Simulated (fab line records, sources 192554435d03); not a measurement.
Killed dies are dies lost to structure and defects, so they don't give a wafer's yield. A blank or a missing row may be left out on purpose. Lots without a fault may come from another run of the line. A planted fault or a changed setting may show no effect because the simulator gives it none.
Which tool did it? | flow n5_finfet | 22 lots, 66 wafers sampled, at 5 steps of a route of 1938

WHAT THE GAUGES READ, wafer by wafer
N5_ILD0_THK_MEAS_04.
lot  | measured    | on            | thk_nm (nm)
L074 | day 3 13:44 | film_metro-02 | 196.3 199.1 199.6
L075 | day 4 01:45 | film_metro-01 | 194.9 198.4 196.0
L076 | day 4 06:25 | film_metro-02 | 198.0 197.5 198.2
L077 | day 4 12:19 | film_metro-01 | 198.7 198.5 196.8
L078 | day 4 12:58 | film_metro-02 | 197.9 198.5 198.0
L079 | day 4 20:07 | film_metro-01 | 198.5 198.5 198.2
L080 | day 5 02:31 | film_metro-01 | 197.6 198.7 198.0
L081 | day 5 07:59 | film_metro-01 | 198.0 198.4 199.2
L082 | day 5 13:00 | film_metro-01 | 198.9 198.7 197.4
L083 | day 5 23:13 | film_metro-01 | 198.1 197.9 196.0
L084 | day 6 01:46 | film_metro-01 | 198.4 198.1 197.4
L086 | day 6 15:40 | film_metro-02 | 198.2 197.8 198.6
L087 | day 6 18:27 | film_metro-02 | 198.2 198.3 197.8
L088 | day 7 00:35 | film_metro-02 | 198.1 199.2 199.3
L089 | day 7 09:25 | film_metro-02 | 198.3 197.8 197.0
L090 | day 7 13:26 | film_metro-02 | 197.6 197.4 198.6
L091 | day 7 21:03 | film_metro-02 | 196.9 196.4 198.1
L092 | day 8 00:44 | film_metro-02 | 197.6 195.9 198.2
L093 | day 8 06:34 | film_metro-02 | 195.5 196.0 197.1
L094 | day 8 12:41 | film_metro-01 | 197.2 194.2 198.1
L096 | day 9 05:21 | film_metro-01 | 196.6 197.9 196.9
L097 | day 9 11:08 | film_metro-01 | 196.5 197.8 195.6

WHICH TOOL RAN EACH LOT (tool, then ch and the chambers of the sampled wafers, then the start)
lot  | N5_SD_EPI_N_ETCH_34               | N5_SD_EPI_P_ETCHBACK_46           | N5_SD_EPI_P_SD_RECESS_17        | N5_SD_ACTIVATION_RTA_00
L074 | rie_diel-01 ch 1,3, day 3 02:08   | rie_diel-06 ch 1,2, day 3 06:58   | rie_si-03 ch 0,1,2, day 3 07:14 | rtp_anneal-01 ch 0, day 3 10:20
L075 | rie_diel-05 ch 0,1,3, day 3 14:13 | rie_diel-02 ch 0,3, day 3 18:53   | rie_si-03 ch 1,2,3, day 3 19:10 | rtp_anneal-01 ch 0, day 3 22:23
L076 | rie_diel-05 ch 1,2,3, day 3 18:12 | rie_diel-03 ch 0,1,2, day 3 23:10 | rie_si-04 ch 0,1,3, day 3 23:26 | rtp_anneal-01 ch 0, day 4 02:29
L077 | rie_diel-01 ch 1,2,3, day 3 23:49 | rie_diel-02 ch 1,3, day 4 05:22   | rie_si-05 ch 0,1,3, day 4 05:38 | rtp_anneal-02 ch 0, day 4 08:42
L078 | rie_diel-04 ch 0,3, day 4 01:09   | rie_diel-03 ch 0,2,3, day 4 05:58 | rie_si-04 ch 1,2,3, day 4 06:14 | rtp_anneal-02 ch 0, day 4 09:17
L079 | rie_diel-01 ch 0,3, day 4 08:22   | rie_diel-03 ch 0,1,2, day 4 13:21 | rie_si-05 ch 0,1, day 4 13:37   | rtp_anneal-02 ch 0, day 4 16:41
L080 | rie_diel-04 ch 0,2, day 4 14:22   | rie_diel-02 ch 0,1,2, day 4 19:44 | rie_si-05 ch 0,1,3, day 4 20:01 | rtp_anneal-02 ch 0, day 4 23:04
L081 | rie_diel-01 ch 0,1,2, day 4 20:18 | rie_diel-06 ch 1,2,3, day 5 01:14 | rie_si-05 ch 1,2,3, day 5 01:30 | rtp_anneal-02 ch 0, day 5 04:35
L082 | rie_diel-05 ch 0,1,3, day 5 01:13 | rie_diel-03 ch 1,2, day 5 06:03   | rie_si-04 ch 0,2, day 5 06:19   | rtp_anneal-02 ch 0, day 5 09:26
L083 | rie_diel-04 ch 0,1,2, day 5 10:59 | rie_diel-03 ch 0,3, day 5 16:13   | rie_si-04 ch 1,2, day 5 16:29   | rtp_anneal-02 ch 0, day 5 19:35
L084 | rie_diel-01 ch 0,2,3, day 5 14:07 | rie_diel-03 ch 0,3, day 5 18:57   | rie_si-03 ch 0,1, day 5 19:13   | rtp_anneal-01 ch 0, day 5 22:19
L086 | rie_diel-05 ch 0,1, day 6 03:49   | rie_diel-06 ch 0,1,2, day 6 08:55 | rie_si-03 ch 1,3, day 6 09:11   | rtp_anneal-02 ch 0, day 6 12:17
L087 | rie_diel-04 ch 0,1,2, day 6 06:44 | rie_diel-02 ch 0,1,3, day 6 11:40 | rie_si-05 ch 0,1, day 6 11:56   | rtp_anneal-01 ch 0, day 6 15:01
L088 | rie_diel-01 ch 0,2, day 6 12:07   | rie_diel-02 ch 0,2,3, day 6 17:05 | rie_si-04 ch 0,1, day 6 17:22   | rtp_anneal-02 ch 0, day 6 20:40
L089 | rie_diel-01 ch 0,2, day 6 18:43   | rie_diel-03 ch 1,2,3, day 7 00:41 | rie_si-04 ch 0,2,3, day 7 00:57 | rtp_anneal-02 ch 0, day 7 04:04
L090 | rie_diel-05 ch 0,1,3, day 6 23:39 | rie_diel-06 ch 1,2,3, day 7 06:17 | rie_si-05 ch 0,1,3, day 7 06:33 | rtp_anneal-01 ch 0, day 7 09:37
L091 | rie_diel-01 ch 0,2,3, day 7 08:07 | rie_diel-02 ch 0,2,3, day 7 14:00 | rie_si-05 ch 0,2,3, day 7 14:16 | rtp_anneal-02 ch 0, day 7 17:20
L092 | rie_diel-01 ch 0,1,3, day 7 12:29 | rie_diel-02 ch 0,1,3, day 7 17:58 | rie_si-04 ch 1,2, day 7 18:14   | rtp_anneal-02 ch 0, day 7 21:19
L093 | rie_diel-01 ch 1,2, day 7 18:53   | rie_diel-02 ch 1,3, day 7 23:44   | rie_si-03 ch 0,1,2, day 8 00:01 | rtp_anneal-02 ch 0, day 8 03:08
L094 | rie_diel-04 ch 1,2, day 8 01:02   | rie_diel-02 ch 0,1,2, day 8 05:44 | rie_si-05 ch 1,2, day 8 06:00   | rtp_anneal-02 ch 0, day 8 09:20
L096 | rie_diel-05 ch 0,1,2, day 8 17:23 | rie_diel-03 ch 0,1,3, day 8 22:14 | rie_si-05 ch 0,2,3, day 8 22:31 | rtp_anneal-02 ch 0, day 9 01:36
L097 | rie_diel-04 ch 1,3, day 8 22:27   | rie_diel-03 ch 1,2, day 9 03:53   | rie_si-03 ch 0,3, day 9 04:10   | rtp_anneal-02 ch 0, day 9 07:20
- N5_SD_EPI_N_ETCH_34: etches SiARC in CF4, target depth 45.5 nm, time 75.8 s.
- N5_SD_EPI_P_ETCHBACK_46: etches SiNx in CH3F/O2, stops on SiO2, target depth 17.5 nm.
- N5_SD_EPI_P_SD_RECESS_17: chemistry HBr/Cl2/O2, target depth 39.1 nm, bt time 3 s.
- N5_SD_ACTIVATION_RTA_00: time 0 s.

WHAT THE TOOLS THEMSELVES READ (means of the sampled wafers that have a number; where no wafer has one, the mark that the record gives instead)
N5_SD_EPI_N_ETCH_34.
lot  | tool        | drypump_motor_current_A (A) | etch_rf_on_time_s (s) | oes_product_au (a.u.) | rf_vpp_V (V) | showerhead_plenum_p_Torr (Torr) | throttle_valve_pct (%)
L074 | rie_diel-01 | 5.6                         | 77.9                  | 0.71                  | 184.8        | 2.20                            | 15.42
L075 | rie_diel-05 | 5.6                         | 75.5                  | 0.65                  | 183.0        | 2.08                            | 15.55
L076 | rie_diel-05 | 5.7                         | 76.2                  | 0.64                  | 184.5        | 2.14                            | 15.65
L077 | rie_diel-01 | 5.3                         | 76.0                  | 0.68                  | 184.4        | 2.15                            | 15.53
L078 | rie_diel-04 | 5.6                         | 72.3                  | 0.70                  | 183.8        | 2.09                            | 15.39
L079 | rie_diel-01 | 5.8                         | 75.6                  | 0.64                  | 184.3        | 2.16                            | 15.73
L080 | rie_diel-04 | 5.7                         | 73.4                  | 0.79                  | 184.2        | 2.19                            | 15.54
L081 | rie_diel-01 | 5.7                         | 76.2                  | 0.65                  | 184.2        | 2.20                            | 15.60
L082 | rie_diel-05 | 5.6                         | 75.6                  | 0.64                  | 183.3        | 2.08                            | 15.56
L083 | rie_diel-04 | 5.8                         | 74.8                  | 0.71                  | 183.8        | 2.14                            | 15.61
L084 | rie_diel-01 | 5.4                         | 75.5                  | 0.64                  | 183.3        | 2.13                            | 15.71
L086 | rie_diel-05 | 5.8                         | 75.2                  | 0.67                  | 184.2        | 2.10                            | 15.63
L087 | rie_diel-04 | 5.8                         | 75.5                  | 0.70                  | 184.0        | 2.14                            | 15.61
L088 | rie_diel-01 | 5.9                         | 73.6                  | 0.61                  | 184.9        | 2.18                            | 15.75
L089 | rie_diel-01 | 5.8                         | 74.2                  | 0.61                  | 183.7        | 2.18                            | 15.77
L090 | rie_diel-05 | 5.6                         | 75.7                  | 0.64                  | 183.2        | 2.07                            | 15.58
L091 | rie_diel-01 | 5.4                         | 75.2                  | 0.63                  | 184.1        | 2.13                            | 15.73
L092 | rie_diel-01 | 5.7                         | 76.0                  | 0.65                  | 184.4        | 2.18                            | 15.63
L093 | rie_diel-01 | 5.6                         | 76.7                  | 0.66                  | 185.2        | 2.20                            | 15.50
L094 | rie_diel-04 | 6.0                         | 74.7                  | 0.68                  | 183.6        | 2.11                            | 15.88
L096 | rie_diel-05 | 5.5                         | 74.6                  | 0.63                  | 183.2        | 2.12                            | 15.66
L097 | rie_diel-04 | 5.9                         | 73.2                  | 0.65                  | 182.1        | 2.06                            | 15.83

N5_SD_EPI_P_ETCHBACK_46.
lot  | tool        | drypump_motor_current_A (A) | oes_product_au (a.u.) | rf_vpp_V (V) | showerhead_plenum_p_Torr (Torr) | throttle_valve_pct (%)
L074 | rie_diel-06 | 5.6                         | 0.76                  | 303          | 1.99                            | 16.34
L075 | rie_diel-02 | 5.6                         | 0.70                  | 290          | 1.93                            | 16.22
L076 | rie_diel-03 | 5.9                         | 0.70                  | 302          | 2.04                            | 16.30
L077 | rie_diel-02 | 5.6                         | 0.69                  | 296          | 1.97                            | 16.28
L078 | rie_diel-03 | 5.4                         | 0.70                  | 301          | 2.07                            | 16.38
L079 | rie_diel-03 | 6.0                         | 0.70                  | 302          | 2.04                            | 16.31
L080 | rie_diel-02 | 5.5                         | 0.71                  | 292          | 2.02                            | 16.18
L081 | rie_diel-06 | 5.7                         | 0.69                  | 298          | 1.97                            | 16.41
L082 | rie_diel-03 | 6.1                         | 0.65                  | 301          | 2.03                            | 16.39
L083 | rie_diel-03 | 5.6                         | 0.74                  | 302          | 2.05                            | 16.28
L084 | rie_diel-03 | 5.6                         | 0.74                  | 302          | 2.05                            | 16.28
L086 | rie_diel-06 | 5.6                         | 0.75                  | 296          | 1.96                            | 16.22
L087 | rie_diel-02 | 5.5                         | 0.70                  | 296          | 1.98                            | 16.21
L088 | rie_diel-02 | 5.5                         | 0.66                  | 289          | 1.94                            | 16.33
L089 | rie_diel-03 | 5.6                         | 0.64                  | 299          | 2.05                            | 16.49
L090 | rie_diel-06 | 5.7                         | 0.68                  | 298          | 1.96                            | 16.44
L091 | rie_diel-02 | 5.6                         | 0.66                  | 289          | 1.94                            | 16.33
L092 | rie_diel-02 | 5.5                         | 0.69                  | 295          | 1.98                            | 16.24
L093 | rie_diel-02 | 5.6                         | 0.66                  | 296          | 1.96                            | 16.33
L094 | rie_diel-02 | 5.5                         | 0.68                  | 293          | 2.02                            | 16.23
L096 | rie_diel-03 | 5.8                         | 0.69                  | 301          | 2.03                            | 16.40
L097 | rie_diel-03 | 5.7                         | 0.61                  | 299          | 2.05                            | 16.47

N5_SD_EPI_P_SD_RECESS_17.
lot  | tool      | drypump_motor_current_A (A) | oes_product_au (a.u.) | throttle_valve_pct (%)
L074 | rie_si-03 | 5.8                         | 0.987                 | 37.1
L075 | rie_si-03 | 6.0                         | 0.991                 | 37.3
L076 | rie_si-04 | 5.7                         | 0.998                 | 36.9
L077 | rie_si-05 | 5.7                         | 0.990                 | 37.3
L078 | rie_si-04 | 5.8                         | 1.006                 | 36.9
L079 | rie_si-05 | 6.0                         | 0.982                 | 37.2
L080 | rie_si-05 | 5.8                         | 0.983                 | 37.3
L081 | rie_si-05 | 5.4                         | 0.978                 | 37.3
L082 | rie_si-04 | 5.7                         | 0.982                 | 37.0
L083 | rie_si-04 | 5.7                         | 1.021                 | 36.9
L084 | rie_si-03 | 5.9                         | 0.987                 | 37.1
L086 | rie_si-03 | 6.4                         | 0.993                 | 37.2
L087 | rie_si-05 | 6.0                         | 0.984                 | 37.1
L088 | rie_si-04 | 5.6                         | 1.008                 | 36.9
L089 | rie_si-04 | 5.8                         | 0.986                 | 37.0
L090 | rie_si-05 | 5.8                         | 0.982                 | 37.3
L091 | rie_si-05 | 5.4                         | 0.984                 | 37.1
L092 | rie_si-04 | 5.7                         | 1.019                 | 36.9
L093 | rie_si-03 | 5.8                         | 0.993                 | 37.0
L094 | rie_si-05 | 5.4                         | 0.982                 | 37.0
L096 | rie_si-05 | 5.5                         | 0.990                 | 37.1
L097 | rie_si-03 | 6.1                         | 1.008                 | 36.9

N5_SD_ACTIVATION_RTA_00.
lot  | tool          | lamp_power_pct (%) | lamp_zone_1_pct (%) | wafer_temp_C_max
L074 | rtp_anneal-01 | 8.95               | 8.973               | 974.5
L075 | rtp_anneal-01 | 9.04               | 8.941               | 973.8
L076 | rtp_anneal-01 | 8.96               | 8.950               | 974.3
L077 | rtp_anneal-02 | 8.92               | 8.942               | 973.7
L078 | rtp_anneal-02 | 8.98               | 8.947               | 974.8
L079 | rtp_anneal-02 | 8.93               | 8.926               | 976.3
L080 | rtp_anneal-02 | 8.93               | 8.943               | 973.0
L081 | rtp_anneal-02 | 8.95               | 8.931               | 975.4
L082 | rtp_anneal-02 | 8.94               | 8.957               | 975.6
L083 | rtp_anneal-02 | 8.98               | 8.965               | 974.9
L084 | rtp_anneal-01 | 9.03               | 8.922               | 975.1
L086 | rtp_anneal-02 | 8.92               | 8.944               | 975.0
L087 | rtp_anneal-01 | 8.97               | 8.949               | 974.3
L088 | rtp_anneal-02 | 8.96               | 8.983               | 975.1
L089 | rtp_anneal-02 | 8.98               | 8.934               | 974.4
L090 | rtp_anneal-01 | 8.96               | 8.943               | 975.7
L091 | rtp_anneal-02 | 8.96               | 8.943               | 974.7
L092 | rtp_anneal-02 | 8.96               | 8.927               | 975.1
L093 | rtp_anneal-02 | 8.99               | 8.939               | 975.1
L094 | rtp_anneal-02 | 9.01               | 8.953               | 975.1
L096 | rtp_anneal-02 | 8.93               | 8.929               | 975.4
L097 | rtp_anneal-02 | 8.92               | 8.955               | 975.5

THE ANSWER, worked out from the rows above alone
Rule: what is usual is taken from the lots themselves. Put in order of their means at a reading, lots are off if they are a third of the lots or fewer, leave a main group of 4 or more, and stand apart from it by a gap of 3 or more times the standard deviation of the main group's means; of several such gaps the widest counts. A main group whose means are all the same, to the digits that the tables above print for the reading, isn't used. A lot without any number at a reading at which 4 lots or more have one is off too. The other lots that the step has rows for count as sound. The gauges are gone through in route order, then the tools' own readings, and for those a lot's mean is taken as printed above. The first step at which some lot is off is used, and at that step the reading that is off furthest; a lot without a number counts as furthest.
No lot is off at any reading shown: from this, nothing can be told.

WHAT THE SIMULATOR HAD PUT IN
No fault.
